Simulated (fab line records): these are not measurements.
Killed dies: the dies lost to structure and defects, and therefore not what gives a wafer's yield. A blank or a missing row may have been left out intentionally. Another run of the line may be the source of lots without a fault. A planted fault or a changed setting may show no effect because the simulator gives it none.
Chamber matching || flow n5_finfet || N5_GATE_CUT_ETCH_28 on rie_diel-01: 4 sister chambers
The step etches underlayer in N2/H2, target depth 13 nm, time 10.4 s. 18 wafers are shown with their chamber, then 9 later ones without.

== WAFERS PAIRED WITH THEIR CHAMBERS ==
{"wafer": "L075.2", "chamber": 2, "drypump_motor_current_A (A)": 6.3, "etch_rf_on_time_s (s)": 10.2, "throttle_valve_pct (%)": 18.02}
{"wafer": "L075.4", "chamber": 0, "drypump_motor_current_A (A)": 5.7, "etch_rf_on_time_s (s)": 10.0, "throttle_valve_pct (%)": 17.68}
{"wafer": "L075.6", "chamber": 2, "drypump_motor_current_A (A)": 6.3, "etch_rf_on_time_s (s)": 10.1, "throttle_valve_pct (%)": 18.04}
{"wafer": "L077.1", "chamber": 3, "drypump_motor_current_A (A)": 5.4, "etch_rf_on_time_s (s)": 11.2, "throttle_valve_pct (%)": 17.85}
{"wafer": "L077.2", "chamber": 0, "drypump_motor_current_A (A)": 5.6, "etch_rf_on_time_s (s)": 10.0, "throttle_valve_pct (%)": 17.67}
{"wafer": "L077.6", "chamber": 3, "drypump_motor_current_A (A)": 5.4, "etch_rf_on_time_s (s)": 11.2, "throttle_valve_pct (%)": 17.87}
{"wafer": "L079.1", "chamber": 0, "drypump_motor_current_A (A)": 5.7, "etch_rf_on_time_s (s)": 10.1, "throttle_valve_pct (%)": 17.70}
{"wafer": "L079.2", "chamber": 3, "drypump_motor_current_A (A)": 5.5, "etch_rf_on_time_s (s)": 11.2, "throttle_valve_pct (%)": 17.86}
{"wafer": "L079.3", "chamber": 1, "drypump_motor_current_A (A)": 5.5, "etch_rf_on_time_s (s)": 10.1, "throttle_valve_pct (%)": 17.90}
{"wafer": "L086.1", "chamber": 0, "drypump_motor_current_A (A)": 5.6, "etch_rf_on_time_s (s)": 9.9, "throttle_valve_pct (%)": 17.70}
{"wafer": "L086.3", "chamber": 2, "drypump_motor_current_A (A)": 6.3, "etch_rf_on_time_s (s)": 10.2, "throttle_valve_pct (%)": 18.05}
{"wafer": "L086.5", "chamber": 2, "drypump_motor_current_A (A)": 6.3, "etch_rf_on_time_s (s)": 10.3, "throttle_valve_pct (%)": 18.08}
{"wafer": "L087.1", "chamber": 1, "drypump_motor_current_A (A)": 5.5, "etch_rf_on_time_s (s)": 10.0, "throttle_valve_pct (%)": 17.94}
{"wafer": "L087.2", "chamber": 2, "drypump_motor_current_A (A)": 6.3, "etch_rf_on_time_s (s)": 10.2, "throttle_valve_pct (%)": 18.07}
{"wafer": "L087.3", "chamber": 0, "drypump_motor_current_A (A)": 5.7, "etch_rf_on_time_s (s)": 9.9, "throttle_valve_pct (%)": 17.69}
{"wafer": "L094.2", "chamber": 3, "drypump_motor_current_A (A)": 5.5, "etch_rf_on_time_s (s)": 11.2, "throttle_valve_pct (%)": 17.91}
{"wafer": "L094.3", "chamber": 1, "drypump_motor_current_A (A)": 5.5, "etch_rf_on_time_s (s)": 10.1, "throttle_valve_pct (%)": 17.98}
{"wafer": "L094.5", "chamber": 3, "drypump_motor_current_A (A)": 5.5, "etch_rf_on_time_s (s)": 11.2, "throttle_valve_pct (%)": 17.91}

SIGNATURES, as means of the wafers listed above
{"reading": "drypump_motor_current_A", "chamber 0": 5.660, "chamber 1": 5.500, "chamber 2": 6.300, "chamber 3": 5.460, "scatter within a chamber": 0.0414}
{"reading": "etch_rf_on_time_s", "chamber 0": 9.980, "chamber 1": 10.067, "chamber 2": 10.200, "chamber 3": 11.200, "scatter within a chamber": 0.0625}
{"reading": "throttle_valve_pct", "chamber 0": 17.6880, "chamber 1": 17.9400, "chamber 2": 18.0520, "chamber 3": 17.8800, "scatter within a chamber": 0.0259}
Rule: a wafer's distance from a chamber is the root of the sum, over the readings, of the square of ((its reading less the chamber's mean) divided by the reading's scatter). The wafer belongs to the nearest chamber; if the next one is less than 2 further off, it can't be placed. How the scatter is found: for the shown wafers, subtract from each reading the mean of its chamber, square and add these, divide the total by (wafers less chambers), then take the root.

== WAFERS MISSING THEIR CHAMBER ==
{"wafer": "L095.1", "drypump_motor_current_A (A)": 5.4, "etch_rf_on_time_s (s)": 11.1, "throttle_valve_pct (%)": 17.90}
{"wafer": "L095.3", "drypump_motor_current_A (A)": 5.5, "etch_rf_on_time_s (s)": 10.2, "throttle_valve_pct (%)": 17.97}
{"wafer": "L095.6", "drypump_motor_current_A (A)": 5.4, "etch_rf_on_time_s (s)": 11.1, "throttle_valve_pct (%)": 17.90}
{"wafer": "L096.2", "drypump_motor_current_A (A)": 5.5, "etch_rf_on_time_s (s)": 10.1, "throttle_valve_pct (%)": 17.99}
{"wafer": "L096.3", "drypump_motor_current_A (A)": 5.5, "etch_rf_on_time_s (s)": 11.1, "throttle_valve_pct (%)": 17.91}
{"wafer": "L096.6", "drypump_motor_current_A (A)": 5.5, "etch_rf_on_time_s (s)": 10.1, "throttle_valve_pct (%)": 17.98}
{"wafer": "L097.1", "drypump_motor_current_A (A)": 6.2, "etch_rf_on_time_s (s)": 10.2, "throttle_valve_pct (%)": 18.10}
{"wafer": "L097.3", "drypump_motor_current_A (A)": 5.4, "etch_rf_on_time_s (s)": 11.1, "throttle_valve_pct (%)": 17.92}
{"wafer": "L097.6", "drypump_motor_current_A (A)": 5.5, "etch_rf_on_time_s (s)": 10.0, "throttle_valve_pct (%)": 17.98}

== CHAMBER TAKEN BY EACH ==
{"wafer": "L095.1", "from the rows above": 3, "in truth": 3}
{"wafer": "L095.3", "from the rows above": 1, "in truth": 1}
{"wafer": "L095.6", "from the rows above": 3, "in truth": 3}
{"wafer": "L096.2", "from the rows above": 1, "in truth": 1}
{"wafer": "L096.3", "from the rows above": 3, "in truth": 3}
{"wafer": "L096.6", "from the rows above": 1, "in truth": 1}
{"wafer": "L097.1", "from the rows above": 2, "in truth": 2}
{"wafer": "L097.3", "from the rows above": 3, "in truth": 3}
{"wafer": "L097.6", "from the rows above": 1, "in truth": 1}
Correctly placed: 9 of 9. Left unplaced by these rows: 0. 0 placed wrongly.
